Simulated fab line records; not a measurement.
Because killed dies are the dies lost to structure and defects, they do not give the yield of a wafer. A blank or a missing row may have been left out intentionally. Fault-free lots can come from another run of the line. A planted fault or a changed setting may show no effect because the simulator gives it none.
Problem report in the 8D (eight disciplines) form, filled by code :: flow n5_finfet :: the parts of the form that need people (team, actions taken, sign-off) are left out

## 1. WHAT IS WRONG
Mean of spin_speed_rpm at N5_PMOS_HMC_CHANNEL_EPI_COAT_31: 1596.0 rpm across 6 wafers in 2 lots; on wafers with no fault it is 1500.1 rpm (standard deviation 0.72). So: +99 or more standard deviations from the usual mean.
The step: time 60 s, resist thk 66 nm.
First seen on wafer L840.3, day 2 23:49, on litho_track-01. The record holds 30 wafers of 10 lots with a number at this step. By rule, "out" or "out of limits" means more than 4 standard deviations away from the usual mean. All remaining wafers that have a number are taken as sound.

## 2. WHAT IT IS; WHAT IT IS NOT
question: which readings at this step
is: spin_speed_rpm
is not: -

question: which lots
is: L840, L842
is not: L835, L836, L841, L851, L852, L853, L857, L858

question: which wafers of those lots
is: all that have a number
is not: -

question: read on which tools
is: litho_track-01
is not: litho_track-03, litho_track-04

question: when
is: from day 2 23:49
is not: up to then (6 sound wafers); but 18 sound wafers of L841, L851, L852, L853, L857, L858 came after

## 3. THE SUSPECTS, EACH WITH WHAT RULES IT OUT
Counting: a tool at a process step up to the reading stays a suspect if it ran every lot that is out and no sound lot after the first of them.
- litho_track-01 at N5_PMOS_HMC_CHANNEL_EPI_COAT_31 (time 60 s, resist thk 66 nm): ruled out as a lasting fault. After its first lot that is out, L840 (day 2 23:49), sound lots L851, L858 ran on it.
Left after counting: nothing in the record.

## 4. THE CAUSE (what the simulator had put in)
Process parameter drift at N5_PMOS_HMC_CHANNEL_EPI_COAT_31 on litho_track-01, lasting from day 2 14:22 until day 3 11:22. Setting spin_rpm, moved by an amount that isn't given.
Counting ruled it out, wrongly.

## 5. THE EFFECT CHAIN, in route order
Each row: a reading whose mean over the struck wafers that have a number lies more than 3 standard deviations from the usual. Scope: only readings with a usual standard deviation given in the record; hours: median across lots of the time from each lot's start at the first step in this table that gives one to its start at this step; sigmas: change in usual standard deviations.
hours: 0
step: N5_PMOS_HMC_CHANNEL_EPI_COAT_31
reading: spin_speed_rpm
usual: 1500.1 rpm
on struck wafers: 1596.0
change: +96.0
sigmas: +99 or more
Process steps it contains:
- N5_PMOS_HMC_CHANNEL_EPI_COAT_31: time 60 s, resist thk 66 nm.
Later steps that measure or inspect, where all struck wafers having a row at the step show a number for every such reading and not one has moved that far: N5_PMOS_HMC_CHANNEL_EPI_OVL_MEAS_10, N5_BEOL_M4_RC_MEAS_101.

## 6. HOW IT WOULD HAVE BEEN CAUGHT EARLIER
In this record the first reading out of limits was taken at day 2 23:49, 9 hours after the fault began at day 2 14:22.
